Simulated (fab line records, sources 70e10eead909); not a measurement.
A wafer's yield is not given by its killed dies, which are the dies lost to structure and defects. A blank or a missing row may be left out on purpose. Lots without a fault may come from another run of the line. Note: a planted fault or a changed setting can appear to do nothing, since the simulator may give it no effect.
Comparing a struck lot with a sound one	flow nand_harc	15 out of 1302 route steps
Sound: the wafers L568.2, L568.5, L568.6. The struck wafers were L581.1, L581.2, L581.5. At the end, the cause is stated.
At each step with rows: each side's tool, then ch and its chambers, then its first start. Under that, the readings that differ: sound wafers	struck wafers	difference of the means	sigmas: that difference in standard deviations of wafers without a fault.
alike: same words and numbers on both sides, and readings whose means sit less than 2 such deviations apart. not compared: any withheld reading, any reading some wafer has no value for, any bound like >300 that may hide the same value, and any number with overlapping values for which the record gives no deviation.
The two part at a step that has a row with sigmas, a row that says differs or no value, or rows on one side only. Non-overlapping numbers with no deviation appear without sigmas and do not part them. A reading missing from all wafers of one side parts the sides only when that side holds two or more wafers.

first, 1 step without rows for these wafers: NHARC_A_ONON_D1_DEP_09 (target thk 1000 nm).
NHARC_A_ONON_D1_THK_MEAS_11: measures by ellipsometry.
  sound: film_metro-01 at day 7 21:27; struck: film_metro-02 at day 13 21:41
  alike: thk_nm
then, no rows for these wafers at 1 step: NHARC_A_ONON_D1_DEP_12 (target thk 1000 nm).
NHARC_A_ONON_D1_THK_MEAS_14: measures by ellipsometry.
  sound: film_metro-02 at day 7 22:01; struck: film_metro-02 at day 13 22:14
reading	sound	struck	difference	sigmas
thk_nm (nm)	1015 1016 1015	991 992 992	-24	-3
then, 2 steps without rows for these wafers: NHARC_A_ONON_D1_ANNEAL_15 (time 3600 s); NHARC_A_ONON_D1_DEP_16 (target thk 1000 nm).
NHARC_A_ONON_D1_THK_MEAS_18: measures by ellipsometry.
  sound: film_metro-01 at day 8 05:32; struck: film_metro-02 at day 14 06:42
  alike: thk_nm
then, no rows for these wafers at 1 step: NHARC_A_ONON_D1_DEP_19 (target thk 1000 nm).
NHARC_A_ONON_D1_THK_MEAS_21: measures by ellipsometry.
  sound: film_metro-02 at day 8 06:07; struck: film_metro-01 at day 14 07:16
  alike: thk_nm
then, no rows for these wafers at 1 step: NHARC_A_ONON_D1_DEP_22 (target thk 1000 nm).
NHARC_A_ONON_D1_THK_MEAS_24: measures by ellipsometry.
  sound: film_metro-01 at day 8 06:40; struck: film_metro-01 at day 14 07:51
  alike: thk_nm
NHARC_A_ONON_D1_DEP_25: target thk 1000 nm.
  sound on pecvd_onon-03 ch 0, day 8 06:47; struck on pecvd_onon-03 ch 0, day 14 07:55
NHARC_A_ONON_D1_THK_MEAS_27: measures by ellipsometry.
  sound: film_metro-01 at day 8 07:14; struck: film_metro-02 at day 14 08:25
reading	sound	struck	difference	sigmas
thk_nm (nm)	1000 1002 1003	934 935 934	-67	-7
then, no rows for these wafers at 1 step: NHARC_A_ONON_D1_DEP_28 (target thk 1000 nm).
-- break in the record here, with 16 days between the starts of the struck wafers on either side (left off in module A_ONON_D1, picked up again in module END, where the first step shown is number 1302 on the route) --
NHARC_END_SORT_01:
  at this point the record logs the struck wafers (prober-01 ch 0, day 30 08:19) and has no rows for the sound ones

WHERE THEY PART
First at NHARC_A_ONON_D1_THK_MEAS_14; last, within this record, at NHARC_END_SORT_01.

WHY: the cause the simulator had injected
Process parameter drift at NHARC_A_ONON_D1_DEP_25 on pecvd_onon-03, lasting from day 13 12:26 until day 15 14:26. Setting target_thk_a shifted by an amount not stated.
